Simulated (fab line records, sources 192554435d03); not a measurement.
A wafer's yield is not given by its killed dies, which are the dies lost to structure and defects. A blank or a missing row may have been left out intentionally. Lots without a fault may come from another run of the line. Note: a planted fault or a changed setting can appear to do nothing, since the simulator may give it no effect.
Chamber matching | flow n5Finfet | N5_BEOL_M5_STRIP_19 on rieDiel-01 has 4 sister chambers
The step strips in O2. 18 wafers are shown with their chamber, then 9 later ones without.

## WAFERS WITH THEIR CHAMBER
wafer  | chamber | showerheadPlenumPTorr (Torr) | throttleValvePct (%) | oesProductAu (a.u.)
L074.2 | 3       | 1.99                         | 16.7                 | 0.66
L074.3 | 0       | 2.12                         | 16.0                 | 0.88
L074.5 | 0       | 2.12                         | 16.0                 | 0.89
L080.2 | 0       | 2.12                         | 16.0                 | 0.87
L080.3 | 3       | 1.99                         | 16.7                 | 0.67
L080.4 | 2       | 1.96                         | 16.5                 | 0.72
L083.4 | 1       | 2.20                         | 17.0                 | 0.72
L083.5 | 2       | 1.96                         | 16.5                 | 0.72
L083.6 | 0       | 2.12                         | 16.1                 | 0.85
L085.1 | 1       | 2.20                         | 17.1                 | 0.72
L085.4 | 2       | 1.96                         | 16.5                 | 0.71
L085.5 | 1       | 2.20                         | 17.1                 | 0.72
L088.1 | 0       | 2.11                         | 16.1                 | 0.83
L088.2 | 1       | 2.19                         | 17.1                 | 0.70
L088.4 | 3       | 1.98                         | 16.8                 | 0.64
L089.2 | 0       | 2.11                         | 16.1                 | 0.84
L089.4 | 2       | 1.95                         | 16.6                 | 0.71
L089.5 | 1       | 2.19                         | 17.1                 | 0.71

SIGNATURES, as means of the wafers listed above
reading               | chamber 0 | chamber 1 | chamber 2 | chamber 3 | scatter within a chamber
showerheadPlenumPTorr | 2.1167    | 2.1960    | 1.9575    | 1.9867    | 0.00531
throttleValvePct      | 16.050    | 17.080    | 16.525    | 16.733    | 0.0515
oesProductAu          | 0.8600    | 0.7140    | 0.7150    | 0.6567    | 0.0162
Rule: a wafer's distance from a chamber is the root of the sum, over the readings, of the square of ((its reading less the chamber's mean) divided by the reading's scatter). If the next closest chamber is less than 2 further off than the closest, the wafer can't be placed; otherwise it belongs to the closest. The scatter: take each reading less its chamber's mean, square it, sum over the shown wafers, divide by the number of wafers less the number of chambers, and take the root.

## WAFERS WITH NO CHAMBER GIVEN
wafer  | showerheadPlenumPTorr (Torr) | throttleValvePct (%) | oesProductAu (a.u.)
L091.2 | 2.11                         | 16.1                 | 0.84
L091.3 | 2.19                         | 17.1                 | 0.70
L091.5 | 2.11                         | 16.1                 | 0.82
L096.2 | 2.19                         | 17.1                 | 0.70
L096.3 | 2.24                         | 16.3                 | 0.94
L096.6 | 2.24                         | 16.3                 | 0.94
L097.2 | 2.10                         | 16.1                 | 0.81
L097.4 | 2.18                         | 17.1                 | 0.70
L097.6 | 2.10                         | 16.1                 | 0.80

## CHAMBER TAKEN BY EACH
wafer  | from the rows above | in truth
L091.2 | 0                   | 0
L091.3 | 1                   | 1
L091.5 | 0                   | 0
L096.2 | 1                   | 1
L096.3 | 1                   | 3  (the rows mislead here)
L096.6 | 1                   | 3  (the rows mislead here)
L097.2 | 0                   | 0
L097.4 | 1                   | 1
L097.6 | 0                   | 0
Correctly placed: 7 of 9. From these rows, 0 cannot be placed. Number placed wrongly: 2.
